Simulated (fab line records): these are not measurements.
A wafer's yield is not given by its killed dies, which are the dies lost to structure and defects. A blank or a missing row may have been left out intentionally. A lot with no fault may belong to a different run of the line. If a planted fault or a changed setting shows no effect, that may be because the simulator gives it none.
fab line records ; flow nand-harc
record: lots: 6; wafers: 18; last-day: 23
route steps=1159 shown A_CONTACT@849 END@1159
lots with no fault: from the same line, run without faults
start-h: the number of hours between the record's first day and the start of the first shown wafer of the lot ; wait-h: time in hours since the lot's previous step ; " as in the row above ; L1.1+2: a row that stands for several wafers ; - value missing, or start not given ; * or withheld: withheld ; < > ~ a bound
route shown NAME@n: names a module that has steps shown in the file, with the first one's number in the route ; usual: mean/standard deviation of fault-free wafers ; same: alike in all rows ; chamber/n: place in a boat ; sites: per-site readings ; _std_site: their standard deviation ; _edge_site: inner sites' mean taken away from outer sites' mean ; radius-mm: how far each site lies from the wafer's centre ; mask NAME#n: copy n ; behind: the most recent tool/chamber to have shaped the wafer ; hold: reason for holding the lot/hours on hold/outcome of the hold ; device: which transistor (n, p or np) failed to switch ; end of line: tests of these same wafers at the route's end ; a step without rows: its recipe alone ; killed: dies that structure and defects cost at the first sort, which is not the same as the wafer's yield ; map: a wafer's dies, x killed, . not, _ none there
set.NAME: setting as actually run; set.NAME@STEP: the setting as run at that earlier step ; model.NAME: the simulator's own value behind a step, which no gauge read
lots at selected steps of the route; one table per step, one row per wafer
services: from which hour (start-h, from the record's first day; less than 0 if before it) a tool's chamber was out of use, for how many hours, and why
== steps ==
step: NHARC_A_CONTACT_SOFTBAKE_37
recipe: temp-c: 105; time-s: 55
step: NHARC_A_CONTACT_EBR_38
step: NHARC_A_CONTACT_EXPOSE_39
recipe: na: 1.35; sigma-outer: 0.8; dose-mj: 58.79; mask-id: A_CC_3
step: NHARC_A_CONTACT_PEB_40
recipe: peb-temp-c: 100; peb-time-s: 65
step: NHARC_A_CONTACT_DEVELOP_41
recipe: develop-time-s: 35; dev-temp-c: 23
step: NHARC_A_CONTACT_CD_MEAS_42
recipe: target-cd-nm: 200; landing-energy-ev: 500
usual: cd-nm: 200.1/0.48
lot.wafer;tool;chamber;start-h;wait-h;cd-nm
L263.1;cd-sem-01;0;400.80;-;201.1
L263.3;cd-sem-01;0;400.80;-;200.5
L263.5;cd-sem-01;0;400.80;-;201.0
L265.2;cd-sem-02;0;409.10;-;199.9
L265.3;cd-sem-02;0;409.10;-;200.2
L265.5;cd-sem-02;0;409.10;-;200.0
L267.1;cd-sem-03;0;415.35;-;200.0
L267.2;cd-sem-03;0;415.35;-;200.2
L267.6;cd-sem-03;0;415.35;-;199.7
L273.1;cd-sem-02;0;456.22;-;200.2
L273.3;cd-sem-02;0;456.22;-;199.8
L273.6;cd-sem-02;0;456.22;-;200.3
L275.2;cd-sem-01;0;467.53;-;200.2
L275.4;cd-sem-01;0;467.53;-;199.9
L275.5;cd-sem-01;0;467.53;-;199.7
L276.2;cd-sem-01;0;469.38;-;200.5
L276.3;cd-sem-01;0;469.38;-;200.4
L276.5;cd-sem-01;0;469.38;-;200.4
step: NHARC_A_CONTACT_OVL_MEAS_43
usual: overlay-x-nm: -0.2/0.71; overlay-y-nm: 0.0/0.78
lot.wafer;tool;chamber;start-h;wait-h;overlay-x-nm;overlay-y-nm
L263.1;overlay-01;-;400.89;-;-0.7;-0.9
L263.3;overlay-01;-;400.89;-;-1.2;-0.7
L263.5;overlay-01;-;400.89;-;-0.8;-0.9
L265.2;overlay-02;-;409.19;-;-0.8;1.5
L265.3;overlay-02;-;409.19;-;-1.2;1.2
L265.5;overlay-02;-;409.19;-;-0.7;1.5
L267.1;overlay-01;-;415.44;-;-1.3;0.7
L267.2;overlay-01;-;415.44;-;-0.8;0.9
L267.6;overlay-01;-;415.44;-;-0.7;1.0
L273.1;overlay-01;-;456.30;-;0.5;0.0
L273.3;overlay-01;-;456.30;-;0.1;-0.5
L273.6;overlay-01;-;456.30;-;0.3;-0.3
L275.2;overlay-01;-;467.62;-;0.0;-0.6
L275.4;overlay-01;-;467.62;-;0.4;-1.3
L275.5;overlay-01;-;467.62;-;0.4;-1.1
L276.2;overlay-01;-;469.46;-;-0.6;-0.5
L276.3;overlay-01;-;469.46;-;0.1;0.0
L276.5;overlay-01;-;469.46;-;-0.8;-0.2
step: NHARC_A_CONTACT_INSPECT_44
usual: raw-defect-count: 27/16
lot.wafer;tool;chamber;start-h;wait-h;raw-defect-count
L263.1;defect-inspect-02;-;400.93;0.0;9
L263.3;defect-inspect-02;-;400.93;0.0;14
L263.5;defect-inspect-02;-;400.93;0.0;11
L265.2;defect-inspect-02;-;409.23;0.0;39
L265.3;defect-inspect-02;-;409.23;0.0;37
L265.5;defect-inspect-02;-;409.23;0.0;31
L267.1;defect-inspect-02;-;415.47;0.0;14
L267.2;defect-inspect-02;-;415.47;0.0;14
L267.6;defect-inspect-02;-;415.47;0.0;21
L273.1;defect-inspect-02;-;456.34;0.0;32
L273.3;defect-inspect-02;-;456.34;0.0;32
L273.6;defect-inspect-02;-;456.34;0.0;35
L275.2;defect-inspect-01;-;467.66;0.0;56
L275.4;defect-inspect-01;-;467.66;0.0;68
L275.5;defect-inspect-01;-;467.66;0.0;49
L276.2;defect-inspect-02;-;469.50;0.0;8
L276.3;defect-inspect-02;-;469.50;0.0;10
L276.5;defect-inspect-02;-;469.50;0.0;8
step: NHARC_A_CONTACT_DESCUM_47
recipe: time-s: 3; o2-flow-sccm: 200; ar-flow-sccm: 0; bias-power-w: 0; chemistry: O2
usual: drypump-motor-current-A: 5.9/0.53; mfc-ar-sccm: 0.006/0.01; oes-product-au: 1.000/0.0071; rf-vpp-V: 57.9/0.95; showerhead-plenum-p-Torr: 1.92/0.083; throttle-valve-pct: 11.310/0.0091
lot.wafer;tool;chamber;start-h;wait-h;drypump-motor-current-A;mfc-ar-sccm;oes-product-au;rf-hours-counter-h;rf-vpp-V;showerhead-plenum-p-Torr;throttle-valve-pct
L263.3;rie-diel-08;0;401.00;0.1;6.0;0;0.998;32;59.5;1.97;11.311
L263.1;rie-diel-08;2;401.00;0.1;6.3;0;1.008;37;56.5;1.78;11.314
L263.5;rie-diel-08;0;401.00;0.1;6.0;0;1.007;-;58.1;1.97;11.310
L265.3;rie-diel-09;2;409.31;0.1;6.1;0;0.987;27;58.2;1.98;11.321
L265.2;rie-diel-09;3;409.31;0.1;6.3;0;1.004;28;57.5;1.87;11.293
L265.5;rie-diel-09;1;409.31;0.1;6.0;0.029;0.997;-;58.3;1.84;11.307
L267.2;rie-diel-07;3;415.53;0.1;5.7;0.018;1.010;0;56.9;1.78;11.313
L267.1;rie-diel-07;2;415.53;0.1;5.0;0;1.004;0;57.5;1.91;11.303
L267.6;rie-diel-07;0;415.53;0.1;4.8;0.021;1.002;-;58.8;2.06;11.302
L273.3;rie-diel-07;3;456.46;0.1;5.8;0.018;1.007;17;56.0;1.78;11.311
L273.1;rie-diel-07;1;456.46;0.1;4.8;0.024;1.006;16;56.8;1.92;11.318
L273.6;rie-diel-07;2;456.46;0.1;5.0;0;1.002;-;57.7;1.91;11.301
L275.4;rie-diel-07;3;467.72;0.1;5.8;0.018;0.992;22;56.5;1.77;11.303
L275.2;rie-diel-07;1;467.72;0.1;4.8;0.024;1.007;21;58.0;1.92;11.311
L275.5;rie-diel-07;3;467.72;0.1;5.8;0.018;1.009;-;57.3;1.78;11.309
L276.2;rie-diel-09;3;469.57;0.1;6.3;0;0.998;5;58.3;1.87;11.303
L276.3;rie-diel-09;2;469.57;0.1;6.1;0;0.993;6;59.3;1.98;11.302
L276.5;rie-diel-09;0;469.57;0.1;5.4;0;1.008;-;57.9;1.97;11.324
step: NHARC_A_CONTACT_ETCH_48
recipe: target-depth-a: 390; over-etch-frac: 0.3; time-s: 65; ion-energy-ev: 80; cf4-flow-sccm: 150; ar-flow-sccm: 0; rf-w: 300; bias-w: 100; chemistry: CF4
usual: bias-w: 100.0/0.35; cf4-flow-sccm: 150.0/0.42; drypump-motor-current-A: 5.9/0.56; mfc-ar-sccm: 0.006/0.011; oes-product-au: 1.000/0.0065; rf-fwd-power-W: 297.0/1.4; rf-vpp-V: 151.6/1.2; showerhead-plenum-p-Torr: 1.78/0.064; throttle-valve-pct: 13.284/0.0096
lot.wafer;tool;chamber;start-h;wait-h;bias-w;cf4-flow-sccm;drypump-motor-current-A;mfc-ar-sccm;oes-product-au;rf-fwd-power-W;rf-hours-counter-h;rf-vpp-V;showerhead-plenum-p-Torr;throttle-valve-pct
L263.3;rie-diel-08;3;401.14;0.1;100.1;150.2;6.4;0;1.000;297.0;34;150.6;1.81;13.280
L263.1;rie-diel-08;1;401.14;0.1;100.2;151.2;6.4;0.001;1.005;294.4;35;152.1;1.80;13.286
L263.5;rie-diel-08;3;401.14;0.1;100.6;150.2;6.4;0;0.998;297.0;-;150.2;1.81;13.283
L265.2;rie-diel-09;2;409.71;0.4;100.2;150.8;6.1;0;1.006;296.8;28;151.7;1.82;13.283
L265.3;rie-diel-09;3;409.71;0.4;100.0;150.3;6.3;0;1.013;298.3;28;150.5;1.73;13.283
L265.5;rie-diel-09;0;409.71;0.4;100.0;150.1;5.4;0;1.000;297.0;-;152.8;1.82;13.265
L267.2;rie-diel-07;0;415.62;0.1;100.2;149.7;4.8;0.021;1.007;296.6;0;153.1;1.89;13.280
L267.1;rie-diel-07;3;415.62;0.1;99.8;149.6;5.7;0.018;1.001;294.7;0;149.7;1.65;13.278
L267.6;rie-diel-07;1;415.62;0.1;100.5;150.1;4.8;0.024;1.007;299.2;-;152.0;1.78;13.287
L273.3;rie-diel-07;0;456.53;0.1;99.9;149.8;4.7;0.021;0.996;298.0;18;153.6;1.89;13.276
L273.1;rie-diel-07;3;456.53;0.1;100.1;150.1;5.7;0.018;1.009;296.2;17;150.2;1.65;13.275
L273.6;rie-diel-07;0;456.53;0.1;99.8;150.4;4.7;0.021;1.000;297.1;-;153.8;1.89;13.286
L275.2;rie-diel-07;1;467.98;0.2;99.4;150.6;4.8;0.024;1.003;296.4;22;150.9;1.78;13.295
L275.4;rie-diel-07;3;467.98;0.2;100.3;150.2;5.8;0.018;0.995;294.7;22;153.0;1.65;13.284
L275.5;rie-diel-07;1;467.98;0.2;99.4;149.5;4.8;0.024;1.011;297.1;-;150.8;1.78;13.300
L276.2;rie-diel-09;0;469.65;0.1;100.1;149.6;5.4;0;1.001;298.4;4;150.8;1.82;13.272
L276.3;rie-diel-09;1;469.65;0.1;100.5;149.3;6.1;0.029;1.002;296.4;5;149.8;1.71;13.284
L276.5;rie-diel-09;1;469.65;0.1;100.0;149.2;6.0;0.029;0.998;296.1;-;149.9;1.71;13.275
step: NHARC_A_CONTACT_ETCH_49
recipe: target-depth-a: 2600; over-etch-frac: 0.3; time-s: 475.3; ion-energy-ev: 200; n2-flow-sccm: 150; h2-flow-sccm: 150; ar-flow-sccm: 0; rf-w: 400; bias-w: 150; chemistry: N2/H2
usual: bias-w: 150.0/0.43; chamber-pressure-mTorr: 30.001/0.028; drypump-motor-current-A: 5.9/0.52; mfc-ar-sccm: 0.006/0.011; oes-product-au: 0.999/0.0061; rf-fwd-power-W: 399.1/1.2; rf-vpp-V: 430.6/2.5; showerhead-plenum-p-Torr: 2.04/0.088; throttle-valve-pct: 14.171/0.0084
lot.wafer;tool;chamber;start-h;wait-h;bias-w;chamber-pressure-mTorr;drypump-motor-current-A;mfc-ar-sccm;oes-product-au;rf-fwd-power-W;rf-hours-counter-h;rf-vpp-V;showerhead-plenum-p-Torr;throttle-valve-pct
L263.1;rie-diel-08;0;-;-;150.0;30.052;6.0;0;1.002;397.0;32;432.4;2.10;14.180
L263.3;rie-diel-08;1;-;-;150.0;29.982;6.5;0.001;1.007;398.5;35;431.9;2.08;14.158
L263.5;rie-diel-08;1;-;-;150.4;29.975;6.4;0.001;1.000;399.0;-;431.6;2.08;14.182
L265.2;rie-diel-09;3;-;-;150.5;30.047;6.3;0;1.002;400.7;28;430.0;1.99;14.178
L265.3;rie-diel-09;0;-;-;150.2;29.985;5.5;0;0.997;397.8;28;433.1;2.11;14.170
L265.5;rie-diel-09;1;-;-;149.7;29.984;6.0;0.029;0.994;398.6;-;429.0;1.96;14.148
L267.1;rie-diel-07;1;-;-;149.9;30.018;4.8;0.024;0.999;397.5;0;430.9;2.06;14.192
L267.2;rie-diel-07;2;-;-;149.2;30.013;5.0;0;0.993;398.8;0;431.4;2.04;14.169
L267.6;rie-diel-07;2;-;-;150.5;30.015;5.1;0;0.994;399.4;-;430.4;2.04;14.182
L273.1;rie-diel-07;3;-;-;149.8;29.980;5.8;0.018;1.005;398.8;18;426.4;1.89;14.175
L273.3;rie-diel-07;2;-;-;150.5;29.987;5.1;0;1.005;399.5;16;431.6;2.04;14.184
L273.6;rie-diel-07;3;-;-;149.6;30.019;5.8;0.018;1.006;399.1;-;426.3;1.89;14.157
L275.4;rie-diel-07;0;-;-;149.7;29.972;4.8;0.021;0.995;400.6;22;433.5;2.19;14.181
L275.2;rie-diel-07;2;-;-;150.5;29.964;5.0;0;1.005;397.7;21;430.3;2.03;14.170
L275.5;rie-diel-07;3;-;-;149.8;30.009;5.8;0.018;0.992;398.2;-;426.2;1.89;14.162
L276.3;rie-diel-09;0;-;-;150.0;30.035;5.5;0;1.004;397.7;4;432.0;2.10;14.160
L276.2;rie-diel-09;2;-;-;150.8;30.037;6.1;0;1.003;400.1;6;431.8;2.11;14.166
L276.5;rie-diel-09;0;-;-;149.8;29.933;5.5;0;0.994;401.3;-;432.8;2.10;14.173
step: NHARC_A_CONTACT_ETCH_50
recipe: target-depth-a: 847; time-s: 42.4; cf4-flow-sccm: 100; chf3-flow-sccm: 30; ar-flow-sccm: 0; rf-w: 500; bias-w: 200; chemistry: CF4/CHF3
usual: bias-w: 200.1/0.63; cf4-flow-sccm: 100.0/0.33; drypump-motor-current-A: 5.9/0.53; mfc-ar-sccm: 0.006/0.01; oes-product-au: 0.950/0.02; rf-fwd-power-W: 493.2/2.7; rf-vpp-V: 370.7/2.3; showerhead-plenum-p-Torr: 1.58/0.063; throttle-valve-pct: 16.802/0.0094
lot.wafer;tool;chamber;start-h;wait-h;bias-w;cf4-flow-sccm;drypump-motor-current-A;mfc-ar-sccm;oes-product-au;rf-fwd-power-W;rf-hours-counter-h;rf-vpp-V;showerhead-plenum-p-Torr;throttle-valve-pct
L263.1;rie-diel-08;1;-;-;200.8;100.1;6.5;0.001;0.926;491.9;36;371.7;1.60;16.809
L263.3;rie-diel-08;0;-;-;201.0;99.7;5.9;0;0.922;491.6;33;372.3;1.62;16.781
L263.5;rie-diel-08;1;-;-;200.0;100.2;6.5;0.001;0.920;492.3;-;372.2;1.60;16.820
L265.2;rie-diel-09;1;-;-;201.0;99.6;6.0;0.029;0.918;490.2;28;369.0;1.52;16.809
L265.3;rie-diel-09;3;-;-;199.5;100.3;6.3;0;0.923;495.6;28;369.3;1.54;16.808
L265.5;rie-diel-09;0;-;-;199.9;100.0;5.4;0;0.919;497.5;-;370.4;1.62;16.793
L267.1;rie-diel-07;3;-;-;199.9;100.4;5.8;0.018;0.967;491.4;0;366.5;1.47;16.788
L267.2;rie-diel-07;1;-;-;200.2;99.9;4.8;0.024;0.983;497.7;0;370.9;1.59;16.803
L267.6;rie-diel-07;0;-;-;200.6;100.3;4.7;0.021;0.955;494.2;-;373.7;1.68;16.788
L273.1;rie-diel-07;0;-;-;200.6;100.0;4.7;0.021;0.977;493.4;18;373.7;1.68;16.799
L273.3;rie-diel-07;1;-;-;200.3;100.2;4.8;0.024;0.975;498.1;16;369.9;1.58;16.796
L273.6;rie-diel-07;0;-;-;201.0;100.2;4.7;0.021;0.971;492.8;-;372.8;1.68;16.810
L275.2;rie-diel-07;3;-;-;200.0;99.5;5.8;0.018;0.951;490.5;22;366.8;1.47;16.810
L275.4;rie-diel-07;0;-;-;200.0;100.1;4.7;0.021;0.948;495.0;23;373.4;1.68;16.796
L275.5;rie-diel-07;3;-;-;199.9;99.7;5.8;0.018;0.951;491.2;-;365.8;1.47;16.799
L276.3;rie-diel-09;3;-;-;200.1;100.0;6.3;0;0.951;495.1;5;370.0;1.54;16.807
L276.2;rie-diel-09;0;-;-;200.5;99.3;5.4;0;0.965;496.4;4;371.5;1.62;16.801
L276.5;rie-diel-09;0;-;-;199.9;99.8;5.5;0;0.962;496.0;-;372.0;1.62;16.790
step: NHARC_A_CONTACT_ETCH_51
recipe: target-depth-a: 36000; over-etch-frac: 0.3; time-s: 936; ion-energy-ev: 150; o2-flow-sccm: 400; cos-flow-sccm: 20; ar-flow-sccm: 0; rf-w: 500; bias-w: 300; chemistry: O2/COS
usual: bias-w: 300.0/0.96; chamber-pressure-mTorr: 20.005/0.019; cos-flow-sccm: 20.00/0.058; drypump-motor-current-A: 5.9/0.55; mfc-ar-sccm: 0.006/0.01; oes-product-au: 1.001/0.0067; rf-fwd-power-W: 499.7/1.5; rf-vpp-V: 314.2/2; showerhead-plenum-p-Torr: 3.13/0.12; throttle-valve-pct: 28.329/0.0095
lot.wafer;tool;chamber;start-h;wait-h;bias-w;chamber-pressure-mTorr;cos-flow-sccm;drypump-motor-current-A;mfc-ar-sccm;oes-product-au;rf-fwd-power-W;rf-hours-counter-h;rf-vpp-V;showerhead-plenum-p-Torr;throttle-valve-pct
L263.3;rie-diel-08;0;401.71;-;300.0;19.995;20.04;6.0;0;1.008;499.9;33;315.7;3.21;28.334
L263.1;rie-diel-08;2;401.71;-;299.5;19.978;20.06;6.3;0;1.009;499.7;37;311.8;2.91;28.340
L263.5;rie-diel-08;0;401.71;-;299.7;20.004;19.98;6.0;0;1.010;498.7;-;315.2;3.21;28.322
L265.3;rie-diel-09;2;410.94;-;-;-;-;-;-;-;-;-;-;-;-
L265.2;rie-diel-09;1;410.94;-;-;-;-;-;-;-;-;-;-;-;-
L265.5;rie-diel-09;2;410.94;-;-;-;-;-;-;-;-;-;-;-;-
L267.2;rie-diel-07;1;416.19;-;-;-;-;-;-;-;-;-;-;-;-
L267.1;rie-diel-07;3;416.19;-;-;-;-;-;-;-;-;-;-;-;-
L267.6;rie-diel-07;1;416.19;-;-;-;-;-;-;-;-;-;-;-;-
L273.1;rie-diel-07;1;457.05;-;299.8;19.982;19.98;4.8;0.024;0.996;496.9;17;313.4;3.14;28.344
L273.3;rie-diel-07;2;457.05;-;299.6;19.988;19.97;5.1;0;1.000;501.3;16;314.2;3.12;28.328
L273.6;rie-diel-07;2;457.05;-;298.8;20.022;19.94;5.1;0;0.995;499.6;-;312.9;3.12;28.363
L275.2;rie-diel-07;2;468.63;-;299.3;19.995;19.98;5.1;0;1.000;500.1;21;313.4;3.11;28.319
L275.4;rie-diel-07;3;468.63;-;300.6;20.012;20.05;5.8;0.018;1.001;500.5;22;309.4;2.91;28.333
L275.5;rie-diel-07;1;468.63;-;300.3;20.012;20.02;4.8;0.024;1.001;500.5;-;312.4;3.13;28.321
L276.3;rie-diel-09;1;470.23;-;299.4;20.025;20.05;6.0;0.029;0.995;499.6;5;312.2;3.01;28.317
L276.2;rie-diel-09;3;470.23;-;300.6;20.001;20.03;6.3;0;1.002;500.9;5;311.5;3.05;28.329
L276.5;rie-diel-09;0;470.23;-;299.1;20.017;19.99;5.5;0;1.015;500.4;-;315.0;3.21;28.329
step: NHARC_A_CONTACT_ETCH_111
recipe: source-w: withheld; pressure-mtorr: 20; bias-v: withheld; time-s: 140; target-depth-a: 7000; ar-flow-sccm: withheld; c4f8-flow-sccm: withheld; o2-flow-sccm: withheld; chemistry: C4F8/O2/Ar
usual: chamber-pressure-mTorr: 20.000/0.019; oes-air-line-au: 1.001/0.021
lot.wafer;tool;chamber;start-h;wait-h;chamber-pressure-mTorr;oes-air-line-au;rf-hours-counter-h
L263.1;har-cap-etch-01;1;402.37;-;19.986;1.017;61
L263.3;har-cap-etch-01;0;402.37;-;20.012;1.015;-
L263.5;har-cap-etch-01;1;402.37;-;20.003;1.001;-
L265.2;har-cap-etch-03;1;411.60;-;20.007;1.009;88
L265.3;har-cap-etch-03;1;411.60;-;20.019;0.991;-
L265.5;har-cap-etch-03;0;411.60;-;19.970;0.984;-
L267.1;har-cap-etch-02;0;416.84;-;20.042;0.976;16
L267.2;har-cap-etch-02;1;416.84;-;20.007;0.995;16
L267.6;har-cap-etch-02;0;416.84;-;20.022;0.955;-
L273.1;har-cap-etch-02;1;457.75;-;20.018;0.954;24
L273.3;har-cap-etch-02;1;457.75;-;20.017;0.961;-
L273.6;har-cap-etch-02;1;457.75;-;19.987;0.965;-
L275.2;har-cap-etch-01;0;469.15;-;19.985;0.981;76
L275.4;har-cap-etch-01;1;469.15;-;19.999;0.968;-
L275.5;har-cap-etch-01;0;469.15;-;20.007;0.987;-
L276.2;har-cap-etch-03;1;470.83;-;19.987;1.034;101
L276.3;har-cap-etch-03;0;470.83;-;19.962;1.013;-
L276.5;har-cap-etch-03;0;470.83;-;20.001;1.001;-
step: NHARC_END_SORT_01
recipe: temp-c: 25
usual: killed-at-array: 26/9.9; killed-at-other: 0.8/1; killed-at-periphery: 2.8/2.2; killed-dies: 29/9.9; killed-open: 3.2/1.8; killed-short: 2.1/1.4
same: gross-dies: 677
lot.wafer;tool;chamber;start-h;wait-h;killed-at-array;killed-at-other;killed-at-periphery;killed-dies;killed-open;killed-short
L265.2;prober-02;0;481.72;2.8;677;0;0;677;2;5
L265.3;prober-02;0;482.51;3.1;677;0;0;677;1;1
L265.5;prober-02;0;484.10;3.7;675;0;2;677;2;3
L263.1;prober-02;0;488.70;2.5;12;1;4;17;3;3
L263.3;prober-02;0;490.30;3.1;16;0;3;19;2;1
L263.5;prober-02;0;491.90;3.7;13;1;3;17;4;3
L267.1;prober-02;0;496.50;2.5;674;1;2;677;3;1
L267.2;prober-02;0;497.31;2.8;673;1;3;677;2;5
L267.6;prober-02;0;500.56;4.1;676;0;1;677;2;1
killed by level:class
L265.2 A_CONTACT:area-etch=640 A_SLIT:chamber-film-flake=13 A_CHANNEL_HOLE_D1:chamber-film-flake=11 A_STAIRCASE:chamber-film-flake=4 A_SGD_CUT:geometric-particle:short=2 A_CHANNEL_FILL_D1:geometric-particle:open=1 A_SGD_CUT:geometric-particle:open=1 A_WL_FILL:geometric-particle:short=1
L265.3 A_CONTACT:area-etch=646 A_CHANNEL_HOLE_D1:chamber-film-flake=14 A_SLIT:chamber-film-flake=8 A_CONTACT:chamber-film-flake=4 A_STAIRCASE:chamber-film-flake=2 A_ONON_D1:geometric-particle:short=1 A_CHANNEL_FILL_D1:geometric-particle:open=1 A_ZERO_WELL:chamber-film-flake=1
L265.5 A_CONTACT:area-etch=644 A_CHANNEL_HOLE_D1:chamber-film-flake=14 A_SLIT:chamber-film-flake=6 A_STAIRCASE:chamber-film-flake=3 A_CONTACT:chamber-film-flake=3 P_GATE:geometric-particle:open=1 A_SOURCE_PLATE:geometric-particle:open=1 A_ONON_D1:geometric-particle:short=1
L263.1 P_ZERO_WELL:chamber-film-flake=4 A_CONTACT:geometric-particle:short=2 A_BLC:geometric-particle:open=2 A_CHANNEL_HOLE_D1:chamber-film-flake=2 A_STAIRCASE:chamber-film-flake=2 A_WL_FILL:geometric-particle:short=1 A_CONTACT:geometric-particle:open=1 A_ZERO_WELL:chamber-film-flake=1
L263.3 A_CHANNEL_HOLE_D1:chamber-film-flake=4 P_ZERO_WELL:chamber-film-flake=3 A_STAIRCASE:chamber-film-flake=3 A_M1:chamber-film-flake=2 A_CHANNEL_HOLE_D1:geometric-particle:open=1 A_CONTACT:geometric-particle:open=1 A_CONTACT:geometric-particle:short=1 A_ZERO_WELL:chamber-film-flake=1
L263.5 A_CHANNEL_HOLE_D1:chamber-film-flake=3 A_ZERO_WELL:chamber-film-flake=2 A_WL_FILL:chamber-film-flake=2 P_STI:geometric-particle:short=1 P_GATE:geometric-particle:open=1 A_ONON_D1:geometric-particle:short=1 A_CHANNEL_HOLE_D1:geometric-particle:short=1 A_CHANNEL_FILL_D1:geometric-particle:open=1
L267.1 A_CONTACT:area-etch=643 A_STAIRCASE:chamber-film-flake=13 A_CONTACT:chamber-film-flake=12 A_CHANNEL_HOLE_D1:chamber-film-flake=2 P_GATE:geometric-particle:open=1 A_WL_FILL:geometric-particle:open=1 A_CONTACT:geometric-particle:open=1 A_M0:geometric-particle:short=1
L267.2 A_CONTACT:area-etch=658 A_STAIRCASE:chamber-film-flake=4 A_CONTACT:chamber-film-flake=4 P_CONTACT:geometric-particle:short=3 A_SOURCE_PLATE:geometric-particle:short=1 A_WL_FILL:geometric-particle:short=1 A_CONTACT:geometric-particle:open=1 A_M0:geometric-particle:open=1
L267.6 A_CONTACT:area-etch=654 A_CONTACT:chamber-film-flake=7 A_STAIRCASE:chamber-film-flake=5 A_CHANNEL_HOLE_D1:chamber-film-flake=4 A_WL_FILL:chamber-film-flake=2 P_M0:geometric-particle:open=1 A_WL_FILL:geometric-particle:open=1 A_CONTACT:geometric-particle:short=1
map L265.2 (x killed, . not)
____________x____________
_________xxxxxxx_________
_______xxxxxxxxxxx_______
______xxxxxxxxxxxxx______
_____xxxxxxxxxxxxxxx_____
____xxxxxxxxxxxxxxxxx____
____xxxxxxxxxxxxxxxxx____
___xxxxxxxxxxxxxxxxxxx___
___xxxxxxxxxxxxxxxxxxx___
__xxxxxxxxxxxxxxxxxxxxx__
__xxxxxxxxxxxxxxxxxxxxx__
_xxxxxxxxxxxxxxxxxxxxxxx_
_xxxxxxxxxxxxxxxxxxxxxxx_
_xxxxxxxxxxxxxxxxxxxxxxx_
_xxxxxxxxxxxxxxxxxxxxxxx_
_xxxxxxxxxxxxxxxxxxxxxxx_
xxxxxxxxxxxxxxxxxxxxxxxxx
xxxxxxxxxxxxxxxxxxxxxxxxx
xxxxxxxxxxxxxxxxxxxxxxxxx
xxxxxxxxxxxxxxxxxxxxxxxxx
xxxxxxxxxxxxxxxxxxxxxxxxx
_xxxxxxxxxxxxxxxxxxxxxxx_
_xxxxxxxxxxxxxxxxxxxxxxx_
_xxxxxxxxxxxxxxxxxxxxxxx_
_xxxxxxxxxxxxxxxxxxxxxxx_
_xxxxxxxxxxxxxxxxxxxxxxx_
__xxxxxxxxxxxxxxxxxxxxx__
__xxxxxxxxxxxxxxxxxxxxx__
___xxxxxxxxxxxxxxxxxxx___
___xxxxxxxxxxxxxxxxxxx___
____xxxxxxxxxxxxxxxxx____
____xxxxxxxxxxxxxxxxx____
_____xxxxxxxxxxxxxxx_____
______xxxxxxxxxxxxx______
_______xxxxxxxxxxx_______
_________xxxxxxx_________
____________x____________
map L267.1 (x killed, . not)
____________x____________
_________xxxxxxx_________
_______xxxxxxxxxxx_______
______xxxxxxxxxxxxx______
_____xxxxxxxxxxxxxxx_____
____xxxxxxxxxxxxxxxxx____
____xxxxxxxxxxxxxxxxx____
___xxxxxxxxxxxxxxxxxxx___
___xxxxxxxxxxxxxxxxxxx___
__xxxxxxxxxxxxxxxxxxxxx__
__xxxxxxxxxxxxxxxxxxxxx__
_xxxxxxxxxxxxxxxxxxxxxxx_
_xxxxxxxxxxxxxxxxxxxxxxx_
_xxxxxxxxxxxxxxxxxxxxxxx_
_xxxxxxxxxxxxxxxxxxxxxxx_
_xxxxxxxxxxxxxxxxxxxxxxx_
xxxxxxxxxxxxxxxxxxxxxxxxx
xxxxxxxxxxxxxxxxxxxxxxxxx
xxxxxxxxxxxxxxxxxxxxxxxxx
xxxxxxxxxxxxxxxxxxxxxxxxx
xxxxxxxxxxxxxxxxxxxxxxxxx
_xxxxxxxxxxxxxxxxxxxxxxx_
_xxxxxxxxxxxxxxxxxxxxxxx_
_xxxxxxxxxxxxxxxxxxxxxxx_
_xxxxxxxxxxxxxxxxxxxxxxx_
_xxxxxxxxxxxxxxxxxxxxxxx_
__xxxxxxxxxxxxxxxxxxxxx__
__xxxxxxxxxxxxxxxxxxxxx__
___xxxxxxxxxxxxxxxxxxx___
___xxxxxxxxxxxxxxxxxxx___
____xxxxxxxxxxxxxxxxx____
____xxxxxxxxxxxxxxxxx____
_____xxxxxxxxxxxxxxx_____
______xxxxxxxxxxxxx______
_______xxxxxxxxxxx_______
_________xxxxxxx_________
____________x____________
== services ==
tool;chamber;start-h;hours;kind
rie-diel-07;0;385.27;-;clean
rie-diel-07;1;385.27;-;clean
rie-diel-07;2;385.27;-;clean
rie-diel-07;3;385.27;-;clean
har-cap-etch-03;-;394.39;0.1;repair
rie-diel-07;-;406.41;9.0;pm
rie-diel-07;0;406.41;9.0;vent-cycle
rie-diel-07;1;406.41;9.0;vent-cycle
rie-diel-07;2;406.41;9.0;vent-cycle
rie-diel-07;3;406.41;9.0;vent-cycle
rie-diel-09;1;412.88;7.5;repair
rie-diel-07;0;415.41;-;clean
rie-diel-07;1;415.41;-;clean
rie-diel-07;2;415.41;-;clean
rie-diel-07;3;415.41;-;clean
rie-diel-09;-;431.13;9.0;pm
rie-diel-07;0;439.94;-;clean
rie-diel-07;1;439.94;-;clean
rie-diel-07;2;439.94;-;clean
rie-diel-07;3;439.94;-;clean
rie-diel-07;0;464.52;-;clean
rie-diel-07;1;464.52;-;clean
rie-diel-07;2;464.52;-;clean
rie-diel-07;3;464.52;-;clean
== key ==
first-sign: step: NHARC_A_CONTACT_ETCH_51; reading: tool-record; direction: missing
effect: step: NHARC_END_SORT_01; reading: killed-at-array; direction: up; sigmas: 66; usual: 26; struck: 675
more-kills-born-at: NHARC_A_CONTACT_ETCH_51@rie-diel-07: 1952; NHARC_A_CONTACT_ETCH_51@rie-diel-09: 1929
met-at NHARC_A_CONTACT_ETCH_51
struck-wafers L265.2,L265.3,L265.5,L267.1,L267.2,L267.6
later-rows-left-out L265.2,L265.3,L265.5,L267.1,L267.2,L267.6
tester-left-out L265,L267
fault: kind: skipped-step-whole; tool: rie-diel-07,rie-diel-09; chamber: -; onset-h: 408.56; steps: NHARC_A_CONTACT_ETCH_51; scope: struck-lots-only
tester-left-out: of these lots the tester's yield and bins aren't shown, on N5 and GAA mostly nor the transistor test; their killed dies are dies lost to structure and defects alone, not to doping, threshold or leakage, so they don't give the yield
later-rows-left-out: the simulator's readings of these wafers behind a module that went badly wrong aren't trusted and aren't shown, but for the sort
